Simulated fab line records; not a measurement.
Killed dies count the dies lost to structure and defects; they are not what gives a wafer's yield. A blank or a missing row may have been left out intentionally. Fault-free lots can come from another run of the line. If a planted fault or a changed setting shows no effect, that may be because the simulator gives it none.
Split-lot trial    flow n5 finfet    21 wafers read across 7 lots, on a route 1938 steps long

## ON THE SPLIT
At N5_BEOL_M11_ILD_DEP_00 (deposits SiCOH lowk from DEMS/porogen, target thk 308.51 nm, time 58 s), the setting time s was moved away from the recipe's 58 s on 7 of the 21 wafers read, by -10.6% to +11.3%. All remaining wafers had this setting at the recipe value.

## FROM SPLIT TO READING: 1 step shown by the file between the two
- N5_BEOL_M11_CURE_71: cures SiCOH lowk, time 240 s

## THE READING
At N5_BEOL_M11_THK_MEAS_01: M11_ILD_THK, given in nm. Typical for fault-free wafers on this fab line: 270 nm, with standard deviation 3.4 nm.

wafer   tool, chamber at the split  time s as run, s  against the recipe  M11_ILD_THK, nm  against lot-mates on the recipe
L076.2  pecvd-02, 1                 58                recipe              265              -
L076.4  pecvd-02, 0                 64.56             +11.3%              303              +38
L076.6  pecvd-02, 2                 64.56             +11.3%              301              +36
L081.2  pecvd-01, 2                 58                recipe              269              -
L081.3  pecvd-01, 1                 58                recipe              274              -
L081.5  pecvd-01, 0                 51.83             -10.6%              246              -26
L083.2  pecvd-02, 0                 58                recipe              262              -
L083.5  pecvd-02, 0                 58                recipe              270              -
L083.6  pecvd-02, 2                 58                recipe              268              -
L084.1  pecvd-02, 2                 58                recipe              270              -
L084.2  pecvd-02, 1                 51.95             -10.4%              241              -32
L084.5  pecvd-02, 2                 58                recipe              276              -
L087.1  pecvd-04, 1                 58                recipe              270              -
L087.4  pecvd-04, 0                 58                recipe              271              -
L087.6  pecvd-04, 2                 55.19             -4.8%               258              -12
L097.2  pecvd-02, 1                 52.16             -10.1%              239              -29
L097.4  pecvd-02, 2                 58                recipe              268              -
L097.6  pecvd-02, 1                 52.16             -10.1%              239              -29
L096.1  pecvd-01, 2                 58                recipe              271              -
L096.5  pecvd-01, 1                 58                recipe              275              -
L096.6  pecvd-01, 2                 58                recipe              273              -

THE FIT
A straight line over all 21 wafers: M11_ILD_THK changes by +2.8 nm for each +1% of time s; r = +0.98; the points scatter about the line by 3.5 nm.
The same after taking each lot's own level away (the mean of its wafers on the recipe; 21 wafers): +2.99 nm for each +1%; r = +0.99; scatter 2.6 nm.
On that fit, the largest move of time s shifts the reading by 34 nm.
Measured against the standard deviation above, the lots' own levels, which go from 265.0 to 273.0 nm, span 2.4 times it.
So the lot-to-lot level changes the slope little: the two slopes agree.
Check: for one of the wafers moved furthest among these (+11.3%), held out of the fit, the line's prediction against its lot-mates is +33.3 nm. It came out at +38 nm against them.

## ADDITIONAL SPLITS CARRIED BY THESE WAFERS
Other splits were also applied to these wafers ahead of the reading. Each is held against what the fit with the lots' levels taken away leaves over:
other split on the same wafers    wafers away from the commonest value  r with M11_ILD_THK (lot level and that fit taken away)
N5_BEOL_M8_EXPOSE_25 dose mj      11                                    +0.05
N5_BEOL_M9_EXPOSE_25 dose mj      8                                     -0.10
N5_BEOL_M9_CMP_52 down force psi  6                                     -0.22

## THE WHOLE CHAIN: every reading that the file lists as answering this split, in the file's order
step                     what it does                                                            reading                                                                                    change (the file's fit)               r (the file's)
N5_BEOL_M11_ILD_DEP_00   deposits SiCOH lowk from DEMS/porogen, target thk 308.51 nm, time 58 s  SiCOH_lowk_of_BEOL_M11_ILD_DEP_00.thk nm (the simulator's own value, which no gauge read)  +3.31 nm for each +1% of the setting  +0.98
N5_BEOL_M11_CURE_71      cures SiCOH lowk, time 240 s                                            SiCOH_lowk_of_BEOL_M11_ILD_DEP_00.thk nm (the simulator's own value, which no gauge read)  +2.92 nm for each +1% of the setting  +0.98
N5_BEOL_M11_THK_MEAS_01                                                                          M11_ILD_THK                                                                                +2.92 for each +1% of the setting     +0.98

## FILE'S OWN FIT
M11_ILD_THK changes by +2.92 nm for each +1% of time s, r = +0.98.
